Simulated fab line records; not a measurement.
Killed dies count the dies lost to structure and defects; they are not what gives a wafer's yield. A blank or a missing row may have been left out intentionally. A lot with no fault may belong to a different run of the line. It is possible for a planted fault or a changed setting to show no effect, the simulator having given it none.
Which tool did it? | flow nandHarc | 6 lots with 18 wafers sampled at 5 steps, on a route of 1159 steps

## WHAT THE GAUGES SHOWED, per wafer
NHARC_END_SORT_01.
lot | measured | on | killedAtArray

## WHICH TOOL RAN EACH LOT (tool, then ch and the chambers of the sampled wafers, then the start)
lot  | NHARC_A_SLIT_ETCH_29              | NHARC_A_WL_FILL_CVD_03       | NHARC_A_WL_FILL_ALD_10          | NHARC_A_WL_FILL_ETCHBACK_26
L486 | rieDiel-07 ch 0,1, day 15 08:24   | cvdW-02 ch 0,1, day 15 17:37 | aldHk-02 ch 0,2,3, day 16 02:37 | rieSi-01 ch 2,3, day 16 12:31
L491 | rieDiel-13 ch 1,2, day 16 04:34   | cvdW-01 ch 0,1, day 16 19:31 | aldHk-04 ch 0,2, day 17 05:14   | rieSi-01 ch 0,3, day 17 14:34
L502 | rieDiel-05 ch 1,2,3, day 18 17:47 | cvdW-02 ch 0,1, day 19 08:30 | aldHk-04 ch 0,2,3, day 19 18:17 | rieSi-01 ch 1,2, day 20 03:02
L501 | rieDiel-07 ch 1,2, day 18 19:28   | cvdW-01 ch 0,1, day 19 08:59 | aldHk-03 ch 1,3, day 19 17:59   | rieSi-05 ch 0,3, day 20 03:02
L504 | rieDiel-13 ch 1,2,3, day 20 08:35 | cvdW-01 ch 0,1, day 20 16:08 | aldHk-03 ch 0,1,2, day 21 03:49 | rieSi-05 ch 1,2,3, day 21 13:54
L505 | rieDiel-05 ch 0,2,3, day 20 10:18 | cvdW-02 ch 0,1, day 20 23:20 | aldHk-04 ch 2,3, day 21 05:51   | rieSi-01 ch 2,3, day 21 13:55
- NHARC_A_SLIT_ETCH_29: etches the open film in CF4/O2, target depth 100 nm, overetch 10 nm, time 55 s.
- NHARC_A_WL_FILL_CVD_03: deposits W, target thk 40 nm, time 3302 s.
- NHARC_A_WL_FILL_ALD_10: deposits SiO2, target thk 50 nm, pulse time 10 s, ald cycles 500.
- NHARC_A_WL_FILL_ETCHBACK_26: etches the open film in HBr, target depth 52 nm, time 13.3 s.

## THE ANSWER, worked out from the rows above alone
Rule: the lots themselves supply what counts as usual. The widest of any qualifying gaps counts: lots, ordered by their means at a reading, are off when they make up no more than a third of the lots, leave a main group of 4 or more, and stand apart from it by 3 or more times the standard deviation of that group's means. A main group whose means are all the same, to the digits that the tables above print for the reading, isn't used. A lot without any number at a reading at which 4 lots or more have one is off too. Where the step has rows for the other lots, those lots are counted as sound.
Across all readings shown, no lot is off: no conclusion can be drawn from this.

## WHAT THE SIMULATOR HAD PUT IN
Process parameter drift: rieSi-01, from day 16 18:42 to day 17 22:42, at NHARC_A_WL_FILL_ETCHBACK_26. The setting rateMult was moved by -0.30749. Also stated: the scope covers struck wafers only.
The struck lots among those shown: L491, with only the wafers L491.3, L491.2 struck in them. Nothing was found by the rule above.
